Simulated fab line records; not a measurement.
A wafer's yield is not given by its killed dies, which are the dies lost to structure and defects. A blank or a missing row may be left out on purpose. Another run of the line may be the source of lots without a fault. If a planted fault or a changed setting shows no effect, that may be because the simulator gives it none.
Comparing a struck lot with a sound one    flow nandHarc    15 out of 1159 route steps
Sound: wafers L328.1, L328.2, L328.3. Wafers L337.1, L337.3, L337.6 were the ones struck. Last of all comes the cause.
Each step with rows lists, per side, the tool, then ch with its chambers, then its first start. Under that, the readings that differ: sound wafers    struck wafers    difference of the means    sigmas: that difference in standard deviations of wafers without a fault.
alike: readings whose means differ by less than 2 such deviations, and words and numbers that are the same on both sides. not compared: withheld readings, readings that some wafer has no value for, bounds like >300 that may hide the same value, and numbers for which the record gives no deviation and whose values overlap.
Wherever a step has rows on one side only, a row that says differs or no value, or a row with sigmas, the two part there. Numbers that have no deviation but don't overlap get no sigmas and don't part them. A reading missing from all wafers of one side parts the sides only when that side holds two or more wafers.

first, 2 steps without rows for these wafers: NHARC_A_CHANNEL_HOLE_D1_STRIP_42 (strips in CF4/CHF3); NHARC_A_CHANNEL_HOLE_D1_STRIP_43 (strips in O2/COS).
NHARC_A_CHANNEL_HOLE_D1_ETCH_44: etches the open film in CF4/O2, target depth 140 nm, overetch 14 nm, time 77 s.
  sound on rieDiel-10 ch 1,2,3, day 9 11:49; struck on rieDiel-06 ch 0,1,2, day 11 14:16
  alike: chamberPressureMTorr, drypumpMotorCurrentA, oesProductAu, rfVppV, showerheadPlenumPTorr, throttleValvePct
  not compared: rfHoursCounterH
NHARC_A_CHANNEL_HOLE_D1_STRIP_27: strips in O2.
  sound: rieDiel-10 ch 1,2,3; struck: rieDiel-06 ch 0,3
  alike: chamberPressureMTorr, drypumpMotorCurrentA, oesProductAu, rfVppV, showerheadPlenumPTorr, throttleValvePct
  not compared: rfHoursCounterH
then, 2 steps without rows for these wafers: NHARC_A_CHANNEL_HOLE_D1_PRECLEAN_28 (cleans in SC1); NHARC_A_CHANNEL_HOLE_D1_SRD_29.
NHARC_A_CHANNEL_HOLE_D1_CD_MEAS_30:
  sound on cdSem-01, day 9 12:37; struck on cdSem-03, day 11 15:02
  alike: cdNm
NHARC_A_CHANNEL_HOLE_D1_XSEM_31:
  sound on xsem-01 ch 0, day 9 12:42; struck on xsem-02 ch 0, day 11 15:08
reading     sound           struck          difference  sigmas
bowNm (nm)  8.35 8.37 8.44  8.84 8.90 8.92  +0.50       +2
  alike: botCdNm, tiltDeg
NHARC_A_CHANNEL_HOLE_D1_INSPECT_40:
  sound on defectInspect-02, day 9 12:49; struck on defectInspect-02, day 11 15:13
  alike: rawDefectCount
then, 2 steps without rows for these wafers: NHARC_A_CHANNEL_FILL_D1_PRECLEAN_00 (cleans in SC1); NHARC_A_CHANNEL_FILL_D1_SRD_01.
NHARC_A_CHANNEL_FILL_D1_ALD_02: deposits SiO2, target thk 6 nm, pulse time 10 s, ald cycles 60.
  sound on aldHk-02 ch 0,1,2, day 9 13:00; struck on aldHk-02 ch 0,1,3, day 11 15:25
  alike: aldCycles, heaterPowerW, precursorPulseHeightRel
NHARC_A_CHANNEL_FILL_D1_ALD_03: deposits SiNx, target thk 6 nm, pulse time 60 s, ald cycles 58.
  sound on aldSinBatch-01 ch 0, day 9 16:26; struck on aldSinBatch-01 ch 0, day 11 18:51
reading    sound     struck    difference  sigmas
aldCycles  58 58 58  56 56 56  -2          
  alike: precursorPulseHeightRel
NHARC_A_CHANNEL_FILL_D1_ALD_14: deposits SiO2, target thk 2.5 nm, pulse time 10 s, ald cycles 25.
  sound on aldHk-02 ch 0,1,2, day 9 20:11; struck on aldHk-04 ch 1,2,3, day 11 22:23
reading                  sound              struck             difference  sigmas
precursorPulseHeightRel  0.963 1.015 1.043  0.951 1.000 0.944  -0.042      -2
  alike: aldCycles, heaterPowerW
NHARC_END_SORT_01:
  the record has rows for the sound wafers here (prober-02 ch 0, day 21 06:58) and none for the struck ones

== WHERE THEY PART ==
Earliest at NHARC_A_CHANNEL_HOLE_D1_XSEM_31; latest, in this record, at NHARC_END_SORT_01.

WHY: what had been put in by the simulator
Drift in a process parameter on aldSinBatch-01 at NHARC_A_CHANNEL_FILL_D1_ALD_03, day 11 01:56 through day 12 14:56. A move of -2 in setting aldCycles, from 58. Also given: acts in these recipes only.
